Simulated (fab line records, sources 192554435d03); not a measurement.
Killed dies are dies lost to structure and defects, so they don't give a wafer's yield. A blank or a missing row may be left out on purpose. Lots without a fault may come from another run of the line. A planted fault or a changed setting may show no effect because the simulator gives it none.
Chamber matching | flow n5_finfet | N5_MIM_TOP_ETCH_STRIP_01 on rie_diel-04: 4 sister chambers
The step strips in O2. 8 wafers are shown with their chamber, then 11 later ones without.

WAFERS WITH THEIR CHAMBER
wafer  | chamber | showerhead_plenum_p_Torr (Torr) | drypump_motor_current_A (A)
L079.1 | 1       | 2.18                            | 6.2
L083.3 | 0       | 1.97                            | 5.5
L081.3 | 1       | 2.18                            | 6.2
L082.6 | 2       | 2.13                            | 6.0
L084.1 | 3       | 1.94                            | 5.6
L084.4 | 0       | 1.97                            | 5.4
L084.6 | 3       | 1.94                            | 5.7
L085.1 | 2       | 2.12                            | 6.0

WAFERS WITHOUT THEIR CHAMBER
wafer  | showerhead_plenum_p_Torr (Torr) | drypump_motor_current_A (A)
L085.2 | 1.94                            | 5.6
L085.3 | 1.97                            | 5.4
L087.2 | 2.17                            | 6.2
L087.3 | 1.94                            | 5.6
L087.4 | 2.12                            | 6.1
L094.2 | 1.93                            | 5.7
L094.3 | 2.17                            | 6.1
L094.5 | 1.96                            | 5.4
L096.1 | 1.96                            | 5.4
L096.4 | 2.16                            | 6.2
L096.6 | 1.96                            | 5.4

WHICH CHAMBER EACH WENT THROUGH
wafer  | from the rows above | in truth
L085.2 | 3                   | 3
L085.3 | 0                   | 0
L087.2 | 1                   | 1
L087.3 | 3                   | 3
L087.4 | 2                   | 2
L094.2 | 3                   | 3
L094.3 | 1                   | 1
L094.5 | 0                   | 0
L096.1 | 0                   | 0
L096.4 | 1                   | 1
L096.6 | 0                   | 0
Placed correctly: 11 of 11. Can't be placed from these rows: 0. Placed wrongly: 0.
How it was worked out, from the rows above alone: a wafer's distance from a chamber is the root of the sum, over the readings, of the square of ((its reading less the chamber's mean) divided by the reading's scatter). The wafer belongs to the nearest chamber; if the next one is less than 2 further off, it can't be placed. A chamber's mean is the mean of its shown wafers. The scatter: the root of (the sum of the squares of (reading less its chamber's mean) over the shown wafers, divided by (wafers less chambers)).
